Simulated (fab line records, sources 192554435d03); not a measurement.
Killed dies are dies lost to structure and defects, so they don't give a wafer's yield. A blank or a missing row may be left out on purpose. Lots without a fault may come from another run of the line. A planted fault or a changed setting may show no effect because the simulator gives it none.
Chamber matching | flow n5_finfet | N5_BEOL_M15_ETCH_59 on rie_diel-03: 4 sister chambers
The step etches BARC in N2/H2, target depth 89 nm, overetch 26.7 nm, time 67.9 s. 4 wafers are shown with their chamber, then 9 later ones without.

WAFERS WITH THEIR CHAMBER
wafer  | chamber | drypump_motor_current_A (A)
L089.3 | 0       | 6.4
L089.5 | 2       | 5.4
L094.3 | 3       | 5.6
L094.4 | 1       | 6.1

WAFERS WITHOUT THEIR CHAMBER
wafer  | drypump_motor_current_A (A)
L093.1 | 6.1
L093.3 | 5.5
L093.6 | 5.5
L095.1 | 5.5
L095.2 | 5.6
L095.5 | 5.6
L097.2 | 5.6
L097.5 | 5.6
L097.6 | 5.5

WHICH CHAMBER EACH WENT THROUGH
wafer  | from the rows above     | in truth
L093.1 | 1                       | 1
L093.3 | can't be placed: 2 or 3 | 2
L093.6 | can't be placed: 2 or 3 | 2
L095.1 | can't be placed: 2 or 3 | 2
L095.2 | 3                       | 3
L095.5 | 3                       | 3
L097.2 | 3                       | 3
L097.5 | 3                       | 3
L097.6 | can't be placed: 2 or 3 | 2
Placed correctly: 5 of 9. Can't be placed from these rows: 4 (the true chamber is among the candidates in 4). Placed wrongly: 0.
How it was worked out, from the rows above alone: a wafer's distance from a chamber is the root of the sum, over the readings, of the square of ((its reading less the chamber's mean) divided by the reading's scatter). The wafer belongs to the nearest chamber; if the next one is less than 2 further off, it can't be placed. A chamber's mean is the mean of its shown wafers. The scatter: with one shown wafer a chamber, the root of the mean of the squares of how far each hidden wafer lies from its nearest shown one.
